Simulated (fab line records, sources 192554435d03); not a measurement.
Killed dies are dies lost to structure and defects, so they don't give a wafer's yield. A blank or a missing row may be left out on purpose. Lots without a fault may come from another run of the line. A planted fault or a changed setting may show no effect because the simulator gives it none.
Chamber matching | flow n5_finfet | N5_GATE_CUT_CMP_02 on cmp-04: 4 sister chambers
The step polishes, stops on SiO2, t overpolish 12.7 s, target thk 0 nm. 8 wafers are shown with their chamber, then 7 later ones without.

WAFERS WITH THEIR CHAMBER
wafer  | chamber | motor_current_A (A) | time_to_endpoint_s (s)
L084.1 | 1       | 8.9                 | 22
L084.4 | 2       | 8.7                 | 18
L084.5 | 0       | 9.6                 | 21
L092.1 | 1       | 8.3                 | 28
L092.2 | 0       | 9.6                 | 23
L092.3 | 3       | 8.8                 | 27
L094.1 | 2       | 8.8                 | 25
L094.4 | 3       | 8.7                 | 23

WAFERS WITHOUT THEIR CHAMBER
wafer  | motor_current_A (A) | time_to_endpoint_s (s)
L094.5 | 9.2                 | 26
L096.1 | 8.2                 | 25
L096.2 | 8.9                 | 25
L096.3 | 9.1                 | 26
L096.4 | 9.3                 | 24
L096.5 | 8.5                 | 25
L096.6 | 9.0                 | 28

WHICH CHAMBER EACH WENT THROUGH
wafer  | from the rows above               | in truth
L094.5 | can't be placed: 3 or 0 or 2 or 1 | 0
L096.1 | can't be placed: 1 or 3 or 2      | 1
L096.2 | can't be placed: 3 or 2 or 1      | 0
L096.3 | can't be placed: 3 or 2 or 1 or 0 | 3
L096.4 | can't be placed: 0 or 3 or 2 or 1 | 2
L096.5 | can't be placed: 1 or 3 or 2      | 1
L096.6 | can't be placed: 3 or 1 or 2 or 0 | 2
Placed correctly: 0 of 7. Can't be placed from these rows: 7 (the true chamber is among the candidates in 6). Placed wrongly: 0.
How it was worked out, from the rows above alone: a wafer's distance from a chamber is the root of the sum, over the readings, of the square of ((its reading less the chamber's mean) divided by the reading's scatter). The wafer belongs to the nearest chamber; if the next one is less than 2 further off, it can't be placed. A chamber's mean is the mean of its shown wafers. The scatter: the root of (the sum of the squares of (reading less its chamber's mean) over the shown wafers, divided by (wafers less chambers)).
